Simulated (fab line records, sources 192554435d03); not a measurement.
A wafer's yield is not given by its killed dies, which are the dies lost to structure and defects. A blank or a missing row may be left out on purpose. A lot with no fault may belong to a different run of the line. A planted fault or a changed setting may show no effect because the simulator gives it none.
Problem report in the 8D (eight disciplines) form, filled by code ; flow n5 finfet ; the parts of the form that need people (team, actions taken, sign-off) are left out

== 1. WHAT WENT WRONG ==
Wafers without a fault read 1.007 a.u., standard deviation 0.017; oes product au at N5_SD_EPI_N_SD_RECESS_17 reads a mean of 1.121 a.u. on 2 wafers belonging to 2 lots. Measured from the usual mean, that is +6.7 standard deviations.
The step: chemistry HBr/Cl2/O2, target depth 41 nm, time 23.7 s, bt time 3 s.
First observed at day 6 23:37: wafer L120.5, on rie si-01. Wafers with a number at this step in the record: 27, from 9 lots. By rule, "out" or "out of limits" means more than 4 standard deviations away from the usual mean. The other wafers with a number count as sound.

== 2. WHAT IT IS, WHAT IT ISN'T ==
question;is;is not
which readings at this step;oes product au;drypump motor current A, throttle valve pct
which lots;L120, L125;L106, L110, L111, L113, L114, L115, L116
which wafers of those lots;L120.5, L125.2;L120.3, L120.4, L125.3, L125.4
read on which tools;rie si-01;rie si-03
when;from day 6 23:37;"up to then (23 sound wafers); but 2 sound wafers of L125 came after"

== 3. SUSPECTS, AND WHAT RULES EACH OUT ==
Counting: if a tool at a process step up to the reading ran every lot that is out, it stays a suspect. Sound lots after the first of them don't rule it out here, since some wafers of a struck lot are sound.
- rie si-01 at N5_SD_EPI_N_SD_RECESS_17 (chemistry HBr/Cl2/O2, target depth 41 nm, time 23.7 s, bt time 3 s): kept. Ran every lot that is out, first one L120 (day 6 23:37); last sound lot up to then L116 (day 6 05:44). On those wafers its own readings are out: oes product au.
After counting, what remains is rie si-01 at N5_SD_EPI_N_SD_RECESS_17.

== 4. THE CAUSE (what the simulator had put in) ==
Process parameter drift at N5_SD_EPI_N_SD_RECESS_17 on rie si-01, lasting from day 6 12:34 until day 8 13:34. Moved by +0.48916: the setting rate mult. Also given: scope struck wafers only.
Counting left only this tool.

== 5. THE CHAIN OF EFFECTS, in route order ==
Each row: a reading where the mean over the struck wafers with a number is more than 3 standard deviations away from the usual. Readings are gone through only where the record gives a usual standard deviation; hours: the median, over the lots, of the time from a lot's start at the first step in this table giving one to that lot's start at this step; sigmas: the change measured in usual standard deviations.
hours;step;reading;usual;on struck wafers;change;sigmas
0;N5_SD_EPI_N_SD_RECESS_17;oes product au;1.007 a.u.;1.121;+0.114;+6.7
233;N5_PASSIVATION_PROBE_49;sort n pass;1083;0;-1083;-64
233;N5_PASSIVATION_PROBE_49;sort yield pct;91.7 %;0.0;-91.7;-61
Process steps it contains:
- N5_SD_EPI_N_SD_RECESS_17: chemistry HBr/Cl2/O2, target depth 41 nm, time 23.7 s, bt time 3 s.
- N5_PASSIVATION_PROBE_49
Readings that are blank on the struck wafers while sound wafers have them: CJ_N at N5_BEOL_M4_RC_MEAS_101; DIBL_N at N5_BEOL_M4_RC_MEAS_101; EOT_N at N5_BEOL_M4_RC_MEAS_101; IGATE_N at N5_BEOL_M4_RC_MEAS_101; IOFF_N at N5_BEOL_M4_RC_MEAS_101; IOFF_N_85C at N5_BEOL_M4_RC_MEAS_101; IOFF_N_LIN at N5_BEOL_M4_RC_MEAS_101; IOFF_N_LONG at N5_BEOL_M4_RC_MEAS_101; and 9 more.
At these later measuring or inspecting steps, every struck wafer for which the step has a row has a number for every such reading, and none has moved that far: N5_SD_EPI_P_CD_MEAS_09.

== 6. HOW IT WOULD HAVE BEEN CAUGHT EARLIER ==
11 hours passed between the start of the fault at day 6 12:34 and the first reading out of limits in this record, taken at day 6 23:37.
